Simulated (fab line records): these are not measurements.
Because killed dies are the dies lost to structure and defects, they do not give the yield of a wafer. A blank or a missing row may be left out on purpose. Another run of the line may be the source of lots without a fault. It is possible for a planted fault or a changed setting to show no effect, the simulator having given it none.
Matching of chambers + flow nand_harc + NHARC_A_CHANNEL_FILL_D2_ETCHBACK_08 on rie_diel-11: 4 sister chambers
The step etches the open film in C4F8, target depth 220 nm, time 110 s. 14 wafers are shown with their chamber, then 6 later ones without.

WAFERS WITH THEIR CHAMBER
| wafer  | chamber | rf_vpp_V (V) | run_length_s (s) | oes_product_au (a.u.) |
|--------|---------|--------------|------------------|-----------------------|
| L844.1 | 0       | 438.2        | 131.8            | 1.01                  |
| L844.4 | 1       | 440.1        | 131.7            | 1.01                  |
| L844.6 | 1       | 439.2        | 131.4            | 0.99                  |
| L847.2 | 3       | 439.9        | 131.6            | 0.99                  |
| L847.3 | 2       | 439.2        | 132.1            | 0.97                  |
| L847.6 | 2       | 439.6        | 132.0            | 0.97                  |
| L848.1 | 3       | 440.5        | 131.0            | 0.99                  |
| L848.4 | 0       | 438.8        | 131.6            | 0.98                  |
| L848.6 | 0       | 438.4        | 131.7            | 0.98                  |
| L849.1 | 1       | 439.2        | 131.8            | 0.92                  |
| L849.3 | 0       | 438.2        | 131.9            | 0.98                  |
| L849.5 | 1       | 439.2        | 131.4            | 0.92                  |
| L853.5 | 2       | 439.4        | 131.6            | 1.00                  |
| L854.6 | 0       | 439.5        | 131.6            | 0.92                  |

SIGNATURES (averages over the wafers above)
| reading        | chamber 0 | chamber 1 | chamber 2 | chamber 3 | scatter within a chamber |
|----------------|-----------|-----------|-----------|-----------|--------------------------|
| rf_vpp_V       | 438.620   | 439.425   | 439.400   | 440.200   | 0.456                    |
| run_length_s   | 131.720   | 131.575   | 131.900   | 131.300   | 0.227                    |
| oes_product_au | 0.9740    | 0.9600    | 0.9800    | 0.9900    | 0.0339                   |
Rule: distance of a wafer from a chamber = root of the sum over the readings of ((wafer's reading minus chamber's mean) / reading's scatter) squared. The wafer belongs to the nearest chamber; if the next one is less than 2 further off, it can't be placed. The scatter: the root of (the sum of the squares of (reading less its chamber's mean) over the shown wafers, divided by (wafers less chambers)).

WAFERS WITHOUT THEIR CHAMBER
| wafer  | rf_vpp_V (V) | run_length_s (s) | oes_product_au (a.u.) |
|--------|--------------|------------------|-----------------------|
| L862.2 | 440.9        | 131.3            | 0.92                  |
| L862.3 | 438.5        | 131.7            | 0.92                  |
| L862.5 | 438.5        | 131.6            | 0.92                  |
| L863.3 | 439.7        | 131.7            | 0.98                  |
| L863.4 | 438.2        | 131.8            | 1.01                  |
| L863.5 | 440.5        | 131.4            | 1.00                  |

EACH ONE'S CHAMBER
| wafer  | from the rows above               | in truth |
|--------|-----------------------------------|----------|
| L862.2 | can't be placed: 3 or 1           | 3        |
| L862.3 | can't be placed: 0 or 1 or 2      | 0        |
| L862.5 | can't be placed: 0 or 1 or 2      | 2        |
| L863.3 | can't be placed: 1 or 2 or 3 or 0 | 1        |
| L863.4 | can't be placed: 0 or 2 or 1      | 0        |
| L863.5 | can't be placed: 3 or 1           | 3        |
0 of 6 placed correctly. Cannot be placed on the basis of these rows: 6; the candidates contain the true chamber in 6. 0 placed wrongly.
